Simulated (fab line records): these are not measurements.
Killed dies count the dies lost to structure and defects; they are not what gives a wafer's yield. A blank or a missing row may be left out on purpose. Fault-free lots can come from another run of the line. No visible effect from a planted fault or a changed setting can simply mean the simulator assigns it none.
A struck lot beside a sound one || flow nandHarc || 15 out of 1159 route steps
Sound: these wafers, L843.3, L843.5, L843.6. Wafers struck: L855.1, L855.2, L855.6. The cause comes at the end.
For every step that has rows: the tool of each side, followed by ch and its chambers, followed by its first start. Under that, the readings that differ: sound wafers || struck wafers || difference of the means || sigmas: that difference in standard deviations of wafers without a fault.
alike: readings whose means differ by less than 2 such deviations, and words and numbers that are the same on both sides. not compared: withheld readings, readings that some wafer has no value for, bounds like >300 that may hide the same value, and numbers for which the record gives no deviation and whose values overlap.
Wherever a step has rows on one side only, a row that says differs or no value, or a row with sigmas, the two part there. Numbers that don't overlap but have no deviation are shown without sigmas and don't part them. A reading missing from all wafers of one side parts the sides only when that side holds two or more wafers.

NHARC_P_M1_OVL_MEAS_10: pitch 260 nm.
  sound on overlay-02 at day 7 19:46; struck on overlay-01 at day 10 15:49
{"reading": "overlayXNm (nm)", "sound": "0.8 0.6 1.2", "struck": "-1.0 -1.2 -0.6", "difference": -1.8, "sigmas": -2}
{"reading": "overlayYNm (nm)", "sound": "-1.8 -1.6 -1.7", "struck": "-0.1 0.1 0.6", "difference": "+1.9", "sigmas": "+3"}
NHARC_P_M1_INSPECT_11:
  sound on defectInspect-01 at day 7 19:48; struck on defectInspect-02 at day 10 15:52
  alike: rawDefectCount
NHARC_P_M1_DESCUM_14: chemistry O2, time 3 s.
  sound on rieDiel-06 ch 0,1,2, day 7 19:53; struck on rieDiel-06 ch 0,1,2, day 10 15:56
  alike: drypumpMotorCurrentA, oesProductAu, rfVppV, showerheadPlenumPTorr, throttleValvePct
  not compared: rfHoursCounterH
then, 1 step without rows for these wafers: NHARC_P_M1_ETCH_35 (etches the open film in N2/H2, target depth 40 nm, overetch 12 nm, time 43.94 s).
NHARC_P_M1_ETCH_15: etches the open film in C4F8/Ar, target depth 182.5 nm, time 91.2 s.
  sound on rieDiel-06 ch 0,1; struck on rieDiel-06 ch 0,1
  alike: oesProductAu, rfFwdPowerW, rfVppV
  not compared: rfHoursCounterH
NHARC_P_M1_CD_MEAS_16:
  sound on cdSem-01 at day 7 20:10; struck on cdSem-02 at day 10 16:16
  alike: cdNm
NHARC_P_M1_STRIP_18: strips in N2/H2.
  sound on rieDiel-03 ch 1,2,3, day 7 20:19; struck on rieDiel-03 ch 0,3, day 10 16:20
  alike: drypumpMotorCurrentA, n2FlowSccm, oesProductAu, rfFwdPowerW, rfVppV, showerheadPlenumPTorr, throttleValvePct
  not compared: rfHoursCounterH
NHARC_P_M1_ETCH_28: etches the open film in CF4/N2, target depth 30 nm, time 72.99 s.
  sound on rieDiel-03 ch 0,1,3; struck on rieDiel-03 ch 0,1,3
  alike: drypumpMotorCurrentA, n2FlowSccm, oesProductAu, rfFwdPowerW, rfVppV, showerheadPlenumPTorr, throttleValvePct
  not compared: rfHoursCounterH
then, 3 steps without rows for these wafers: NHARC_P_M1_STRIP_19 (strips in post etch residue remover, time 600 s); NHARC_P_M1_DEGAS_29 (time 60 s); NHARC_P_M1_PRE_CLEAN_30 (time 30 s).
NHARC_P_M1_PVD_20: deposits TaN, target thk 5 nm, time 8.06 s.
  sound on pvdSputter-03; struck on pvdSputter-01
  alike: biasV, cathodeDcPowerW, throttleValvePct
NHARC_P_M1_PVD_21: deposits Cu, target thk 30 nm, time 20.49 s.
  sound on pvdSputter-03 at day 7 21:19; struck on pvdSputter-01 at day 10 17:12
  no value came back on the struck wafers for cathodeDcPowerW (W), chamberPressurePa (Pa), throttleValvePct (%); on the sound wafers cathodeDcPowerW (W) reads 5001.1 5001.5 5000.9
then, 1 step without rows for these wafers: NHARC_P_M1_ECD_22 (material Cu, target thk 400 nm).
-- the record jumps here: 13 days lie between the struck wafers' starts before and after (it left off in module P_M1 and takes up again in module END, whose first step shown is number 1159 of the route) --
NHARC_END_SORT_01:
  sound on prober-02 ch 0, day 20 19:29; struck on prober-02 ch 0, day 24 02:54
{"reading": "defectLimitedYield (%)", "sound": "97.5 97.5 97.3", "struck": "0 0 0", "difference": -97, "sigmas": -70}
{"reading": "killedAtPeriphery", "sound": "3 0 4", "struck": "657 660 661", "difference": "+657", "sigmas": "+99 or more"}
{"reading": "killedDies", "sound": "17 17 18", "struck": "677 677 677", "difference": "+660", "sigmas": "+68"}
{"reading": "sort_bin_2_pct (%)", "sound": "0.6 0.6 0.4", "struck": "97.2 96.9 97.5", "difference": "+96.7", "sigmas": "+99 or more"}
{"reading": "sortNPass", "sound": "660 660 659", "struck": "0 0 0", "difference": -660, "sigmas": -68}
{"reading": "sortRimYieldPct (%)", "sound": "95.3 96.2 94.3", "struck": "0 0 0", "difference": -95, "sigmas": -32}
{"reading": "sortYieldPct (%)", "sound": "97.5 97.5 97.3", "struck": "0 0 0", "difference": -97, "sigmas": -70}
  alike: killedAtArray, killedAtOther, killedOpen, killedShort, sort_bin_3_pct, sort_bin_4_pct

== WHERE THEY PART ==
First at NHARC_P_M1_OVL_MEAS_10; last, within this record, at NHARC_END_SORT_01.

WHY: what the simulator had put in
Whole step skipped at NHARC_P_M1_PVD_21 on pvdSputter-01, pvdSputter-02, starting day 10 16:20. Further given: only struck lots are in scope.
